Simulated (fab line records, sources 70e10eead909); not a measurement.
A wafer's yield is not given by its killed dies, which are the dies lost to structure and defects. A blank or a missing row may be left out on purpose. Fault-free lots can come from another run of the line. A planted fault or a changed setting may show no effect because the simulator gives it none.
Which tool did it? ; flow nand harc ; 38 wafers from 13 lots sampled at 6 of the route's 1302 steps

WHAT THE GAUGES SHOWED, per wafer
NHARC_A_CHANNEL_HOLE_D1_OVL_MEAS_11. Usual: overlay x nm 0.0 nm, standard deviation 0.5; overlay y nm 0.2 nm, standard deviation 0.81.
lot;measured;on;overlay x nm (nm);overlay y nm (nm);flag
L271;day 8 18:46;overlay-02;0.5 0.5 0.4;0.7 0.9 1.5;
L270;day 8 19:24;overlay-01;0.2 0.2 0.6;-0.5 -0.2 0.0;
L275;day 10 14:44;overlay-01;-0.2 0.1;-0.3 -0.5;
L278;day 12 06:37;overlay-01;0.5 0.3 0.0;0.0 0.5 0.4;
L285;day 14 08:28;overlay-02;-0.3 -0.7 -0.5;-0.9 -1.1 -0.6;
L284;day 14 09:32;overlay-01;0.5 0.7 0.9;1.2 0.7 1.1;
L287;day 15 13:34;overlay-01;-0.3 -0.3 0.0;-0.4 0.1 -1.0;
L288;day 16 09:33;overlay-02;0.2 0.3 0.3;0.3 0.6 0.3;
L289;day 16 11:38;overlay-02;-0.3 0.0 -0.2;1.1 0.3 0.6;
L290;day 16 19:55;overlay-01;-0.4 -1.3 -0.7;0.2 -0.6 0.0;
L292;day 17 07:44;overlay-01;-0.5 -0.4 -0.6;0.2 0.7 1.2;
L291;day 17 08:49;overlay-02;-1.0 -1.0 -0.6;-0.3 -0.6 0.1;
L293;day 18 01:42;overlay-01;0.0 -0.4 -0.4;-0.1 0.0 0.5;

NHARC_A_ONON_D2_THK_MEAS_05: measures by ellipsometry. Usual: thk nm 1005 nm, standard deviation 8.2.
lot;measured;on;thk nm (nm);flag
L271;day 12 13:27;film metro-01;1014 1011 1014;
L270;day 12 13:16;film metro-02;1008 1008 1010;
L275;day 15 07:43;film metro-01;563 990;OFF
L278;day 16 05:28;film metro-02;1007 580 580;OFF
L285;day 18 05:53;film metro-02;1022 1022 1024;
L284;day 18 05:43;film metro-01;1000 1000 1000;
L287;day 19 11:13;film metro-02;999 999 999;
L288;day 20 07:24;film metro-01;1000 998 1000;
L289;day 20 07:35;film metro-02;1005 1004 1002;
L290;day 20 22:08;film metro-02;1001 1001 1004;
L292;day 21 07:25;film metro-01;1008 1008 1007;
L291;day 21 07:20;film metro-01;1010 1007 1008;
L293;day 21 23:01;film metro-02;1008 1006 1008;

NHARC_END_SORT_01. Usual: killed at array 62, standard deviation 22; killed at other 1.0, standard deviation 1.4; killed at periphery 4.2, standard deviation 2.8; killed dies 67, standard deviation 23; killed open 3.1, standard deviation 1.7; killed short 2.1, standard deviation 1.5.
lot;measured;on;killed at array;killed at other;killed at periphery;killed dies;killed open;killed short;flag
L275;day 27 06:32;prober-01;674 83;0 1;3 2;677 86;3 3;1 1;OFF
L278;day 28 05:53;prober-02;80 675 672;0 0 3;4 2 2;84 677 677;6 1 3;5 3 1;OFF

WHICH TOOL RAN EACH LOT (tool, then ch and the chambers of the sampled wafers, then the start)
lot;NHARC_A_CHANNEL_FILL_D1_ETCHBACK_08;NHARC_A_DECK1_JOINT_ETCHBACK_07;NHARC_A_ONON_D2_DEP_03
L271;rie diel-13 ch 0,1, day 11 02:41 or earlier;rie si-04 ch 0,2,3, day 11 02:41;pecvd onon-04 ch 0, day 12 13:03
L270;rie diel-02 ch 0,3, day 11 02:42 or earlier;rie si-03 ch 0,2,3, day 11 02:42;pecvd onon-02 ch 0, day 12 12:48
L275;rie diel-02 ch 2, day 12 22:27 or earlier;rie si-02 ch 1,2, day 12 22:27;pecvd onon-04 ch 0, day 15 07:16
L278;rie diel-03 ch 1,2,3, day 14 15:03 or earlier;rie si-03 ch 0,1,2, day 14 15:03;pecvd onon-04 ch 0, day 16 04:58
L285;rie diel-03 ch 1,2,3, day 16 16:34 or earlier;rie si-03 ch 0,2,3, day 16 16:34;pecvd onon-02 ch 0, day 18 05:23
L284;rie diel-13 ch 0,2,3, day 16 16:32 or earlier;rie si-02 ch 0,2,3, day 16 16:32;pecvd onon-01 ch 0, day 18 05:13
L287;rie diel-03 ch 1,2, day 17 21:53 or earlier;rie si-04 ch 1,2,3, day 17 21:53;pecvd onon-04 ch 0, day 19 10:42
L288;rie diel-13 ch 0,2, day 18 19:17 or earlier;rie si-02 ch 0,2, day 18 19:17;pecvd onon-04 ch 0, day 20 06:53
L289;rie diel-03 ch 0,2,3, day 18 19:19 or earlier;rie si-03 ch 0,1,2, day 18 19:19;pecvd onon-01 ch 0, day 20 07:11
L290;rie diel-02 ch 1,2, day 19 06:38 or earlier;rie si-03 ch 0,1,3, day 19 06:38;pecvd onon-02 ch 0, day 20 21:41
L292;rie diel-02 ch 0,1, day 19 21:14 or earlier;rie si-04 ch 0,1, day 19 21:14;pecvd onon-02 ch 0, day 21 06:58
L291;rie diel-03 ch 0,2,3, day 19 21:16 or earlier;rie si-03 ch 0,2,3, day 19 21:16;pecvd onon-01 ch 0, day 21 06:57
L293;rie diel-13 ch 0,1,3, day 20 11:37 or earlier;rie si-04 ch 0,1,3, day 20 11:37;pecvd onon-01 ch 0, day 21 22:34
- NHARC_A_CHANNEL_FILL_D1_ETCHBACK_08: etches the open film in C4F8, target depth 220 nm, time 110 s.
- NHARC_A_DECK1_JOINT_ETCHBACK_07: etches the open film in HBr, target depth 105 nm, time 26.9 s.
- NHARC_A_ONON_D2_DEP_03: target thk 1000 nm.

AS READ BY THE TOOLS THEMSELVES (means over the sampled wafers that have a number; for cases with no such wafer, the mark the record gives instead)
NHARC_A_CHANNEL_FILL_D1_ETCHBACK_08. Usual: oes product au 0.95 a.u., standard deviation 0.036; rf vpp V 441 V, standard deviation 3.5.
lot;tool;oes product au (a.u.);rf vpp V (V);flag
L271;rie diel-13;0.99;438;
L270;rie diel-02;1.00;444;
L275;rie diel-02;0.97;444;
L278;rie diel-03;0.99;439;
L285;rie diel-03;0.92;439;
L284;rie diel-13;1.00;437;
L287;rie diel-03;0.99;440;
L288;rie diel-13;1.01;438;
L289;rie diel-03;0.92;438;
L290;rie diel-02;0.99;443;
L292;rie diel-02;0.92;444;
L291;rie diel-03;0.92;437;
L293;rie diel-13;0.93;438;

NHARC_A_DECK1_JOINT_ETCHBACK_07. Usual: drypump motor current A 5.9 A, standard deviation 0.47; oes product au 0.997 a.u., standard deviation 0.009; throttle valve pct 23.265 %, standard deviation 0.0097.
lot;tool;drypump motor current A (A);oes product au (a.u.);throttle valve pct (%);flag
L271;rie si-04;6.2;1.009;23.267;
L270;rie si-03;6.0;0.990;23.275;
L275;rie si-02;5.8;0.988;23.258;
L278;rie si-03;6.1;0.997;23.260;
L285;rie si-03;6.0;0.998;23.272;
L284;rie si-02;5.5;1.000;23.274;
L287;rie si-04;5.8;1.001;23.268;
L288;rie si-02;5.3;1.002;23.262;
L289;rie si-03;6.1;0.999;23.264;
L290;rie si-03;6.1;0.990;23.263;
L292;rie si-04;5.6;0.987;23.266;
L291;rie si-03;6.0;0.991;23.268;
L293;rie si-04;5.8;0.992;23.264;

NHARC_A_ONON_D2_DEP_03. Usual: nh3 flow sccm 499.9 sccm, standard deviation 1.5.
lot;tool;nh3 flow sccm (sccm);flag
L271;pecvd onon-04;501.2;
L270;pecvd onon-02;499.2;
L275;pecvd onon-04;501.0;
L278;pecvd onon-04;500.5;
L285;pecvd onon-02;501.2;
L284;pecvd onon-01;499.5;
L287;pecvd onon-04;497.8;
L288;pecvd onon-04;500.0;
L289;pecvd onon-01;499.2;
L290;pecvd onon-02;500.1;
L292;pecvd onon-02;500.4;
L291;pecvd onon-01;497.3;
L293;pecvd onon-01;501.9;

THE ANSWER, worked out from the rows above alone
Rule: take the mean of a lot's wafers that have a number; if it is more than 3 standard deviations from the usual mean, the lot is off. Also off: a lot with no number at a reading for which 4 or more lots have one. Where the step has rows for the other lots, those lots are counted as sound. First the gauges in route order, then the tools' own readings, where a lot's mean is used as printed above. The first step at which some lot is off is used, and at that step the reading that is off furthest; a lot without a number counts as furthest.
Off: L275, L278, at NHARC_A_ONON_D2_THK_MEAS_05 (thk nm).
If a tool, at a process step before that reading, ran all the lots that are off and no sound lot after the first of them, it fits. Not tried: the gauges at NHARC_A_ONON_D2_THK_MEAS_05; whatever is off there is also off at NHARC_END_SORT_01, on other tools, and gauge error can't account for it. NHARC_A_CHANNEL_FILL_D1_ETCHBACK_08: start missing for some lots; hours and lot order therefore follow NHARC_A_DECK1_JOINT_ETCHBACK_07. Not one of the candidates tried fits.

WHAT WAS PUT IN BY THE SIMULATOR
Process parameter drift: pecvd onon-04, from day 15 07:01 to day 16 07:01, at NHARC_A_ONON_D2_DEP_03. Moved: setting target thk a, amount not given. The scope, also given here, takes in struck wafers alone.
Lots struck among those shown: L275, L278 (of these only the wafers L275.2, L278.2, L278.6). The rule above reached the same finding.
